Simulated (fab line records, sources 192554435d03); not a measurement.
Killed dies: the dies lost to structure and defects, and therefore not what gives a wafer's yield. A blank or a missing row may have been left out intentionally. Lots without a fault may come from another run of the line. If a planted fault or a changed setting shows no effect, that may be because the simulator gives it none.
Chamber matching / flow n5Finfet / N5_BEOL_M2_ETCH_77 on rieDiel-01 has 4 sister chambers
The step etches underlayer in N2/H2, target depth 6.5 nm, time 5.2 s. 8 wafers are shown with their chamber, then 8 later ones without.

WAFERS PAIRED WITH THEIR CHAMBERS
wafer=L078.2; chamber=1; throttleValvePct (%)=17.56; oesProductAu (a.u.)=0.79
wafer=L080.1; chamber=1; throttleValvePct (%)=17.60; oesProductAu (a.u.)=0.77
wafer=L080.3; chamber=0; throttleValvePct (%)=17.94; oesProductAu (a.u.)=0.71
wafer=L083.4; chamber=3; throttleValvePct (%)=18.04; oesProductAu (a.u.)=0.64
wafer=L084.2; chamber=2; throttleValvePct (%)=18.08; oesProductAu (a.u.)=0.67
wafer=L084.5; chamber=0; throttleValvePct (%)=17.93; oesProductAu (a.u.)=0.70
wafer=L084.6; chamber=3; throttleValvePct (%)=18.03; oesProductAu (a.u.)=0.63
wafer=L087.2; chamber=2; throttleValvePct (%)=18.09; oesProductAu (a.u.)=0.67

WAFERS WITH NO CHAMBER GIVEN
wafer=L087.3; throttleValvePct (%)=17.63; oesProductAu (a.u.)=0.76
wafer=L087.6; throttleValvePct (%)=17.63; oesProductAu (a.u.)=0.76
wafer=L088.2; throttleValvePct (%)=17.94; oesProductAu (a.u.)=0.69
wafer=L088.3; throttleValvePct (%)=18.04; oesProductAu (a.u.)=0.63
wafer=L088.4; throttleValvePct (%)=18.09; oesProductAu (a.u.)=0.67
wafer=L092.3; throttleValvePct (%)=17.95; oesProductAu (a.u.)=0.69
wafer=L092.5; throttleValvePct (%)=17.97; oesProductAu (a.u.)=0.68
wafer=L092.6; throttleValvePct (%)=18.04; oesProductAu (a.u.)=0.63

EACH ONE'S CHAMBER
wafer=L087.3; from the rows above=1; in truth=1
wafer=L087.6; from the rows above=1; in truth=1
wafer=L088.2; from the rows above=0; in truth=0
wafer=L088.3; from the rows above=3; in truth=3
wafer=L088.4; from the rows above=2; in truth=2
wafer=L092.3; from the rows above=0; in truth=0
wafer=L092.5; from the rows above=0; in truth=0
wafer=L092.6; from the rows above=3; in truth=3
8 of 8 placed correctly. Can't be placed from these rows: 0. Placed wrongly: 0.
How it was worked out, from the rows above alone: a wafer's distance from a chamber is the root of the sum, over the readings, of the square of ((its reading less the chamber's mean) divided by the reading's scatter). If the next closest chamber is less than 2 further off than the closest, the wafer can't be placed; otherwise it belongs to the closest. For every chamber, the mean is computed from those of its wafers that are shown. The scatter: the root of (the sum of the squares of (reading less its chamber's mean) over the shown wafers, divided by (wafers less chambers)).
